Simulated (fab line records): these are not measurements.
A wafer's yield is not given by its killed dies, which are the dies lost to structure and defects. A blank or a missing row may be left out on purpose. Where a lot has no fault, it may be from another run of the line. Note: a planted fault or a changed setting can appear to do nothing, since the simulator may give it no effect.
Split-lot study -- flow n5_finfet -- 7 lots, 21 wafers read, on a route of 1938 steps

SPLIT DETAILS
At N5_BEOL_M9_EXPOSE_25 (exposes mask V8), the setting dose_mj was moved away from the recipe's 37.25 on 8 of the 21 wafers read, by -3.8% to +5.2%. This setting was run at the recipe's value on the other wafers.

FROM THE SPLIT TO THE READING: what the file shows between them, 2 steps
- N5_BEOL_M9_PEB_26: peb time 60 s
- N5_BEOL_M9_DEVELOP_27: develop time 30 s

THE READING
At N5_BEOL_M9_CD_MEAS_28: cd_nm in nanometres, against a target cd of 70 nm. A value of 70.02 nm with a standard deviation of 0.24 nm is what fault-free wafers of this fab line usually give.

wafer,"tool, chamber at the split",dose_mj as run,against the recipe,"cd_nm, nm",against lot-mates on the recipe
L074.2,"euv_scanner-01, 0",37.25,recipe,70.27,-
L074.4,"euv_scanner-01, 0",37.25,recipe,70.17,-
L074.6,"euv_scanner-01, 0",37.25,recipe,70.00,-
L076.1,"euv_scanner-02, 0",38.81,+4.2%,70.78,no lot-mate on the recipe
L076.4,"euv_scanner-02, 0",38.81,+4.2%,71.06,no lot-mate on the recipe
L076.6,"euv_scanner-02, 0",38.81,+4.2%,70.74,no lot-mate on the recipe
L080.1,"euv_scanner-02, 0",35.85,-3.8%,69.32,-0.84
L080.4,"euv_scanner-02, 0",37.25,recipe,70.24,-
L080.5,"euv_scanner-02, 0",37.25,recipe,70.07,-
L089.1,"euv_scanner-01, 0",38.65,+3.8%,70.85,+1.14
L089.3,"euv_scanner-01, 0",37.25,recipe,69.68,-
L089.5,"euv_scanner-01, 0",37.25,recipe,69.73,-
L083.1,"euv_scanner-01, 0",37.25,recipe,70.35,-
L083.3,"euv_scanner-01, 0",37.25,recipe,70.31,-
L083.5,"euv_scanner-01, 0",37.25,recipe,70.07,-
L097.1,"euv_scanner-02, 0",37.25,recipe,69.79,-
L097.2,"euv_scanner-02, 0",37.25,recipe,69.69,-
L097.5,"euv_scanner-02, 0",39.19,+5.2%,71.18,+1.44
L096.3,"euv_scanner-01, 0",38.85,+4.3%,71.39,+1.08
L096.5,"euv_scanner-01, 0",38.85,+4.3%,71.55,+1.24
L096.6,"euv_scanner-01, 0",37.25,recipe,70.31,-

THE FIT
A straight line over all 21 wafers: cd_nm changes by +0.231 nm for each +1% of dose_mj; r = +0.91; the points scatter about the line by 0.26 nm.
The same after taking each lot's own level away (the mean of its wafers on the recipe; 18 wafers): +0.267 nm for each +1%; r = +0.99; scatter 0.1 nm.
According to that fit, moving dose_mj by its largest amount changes the reading by 1.4 nm.
Across the lots, their own levels run from 69.705 to 70.310 nm, a range of 2.5 times the standard deviation given above.
Hence the slope depends on the lot-to-lot level, as the two fits are not the same.
Check: for one of the wafers moved furthest among these (+5.2%), held out of the fit, the line's prediction against its lot-mates is +1.4 nm. It came out at +1.44 nm against them.

THE OTHER SPLITS THESE WAFERS WENT THROUGH
Note: prior to the reading, these wafers also went through further splits. Each is held against what the fit with the lots' levels taken away leaves over:
other split on the same wafers,wafers away from the commonest value,r with cd_nm (lot level and that fit taken away)
N5_BEOL_M7_TRENCH_ETCH_37 source_w,6,-0.05
N5_BEOL_M8_COAT_63 spin_rpm,4,-0.04
N5_BEOL_M8_COAT_64 spin_rpm,7,+0.01

THE FILE'S OWN FIT
cd_nm changes by +0.27 nm for each +1% of dose_mj, r = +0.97.
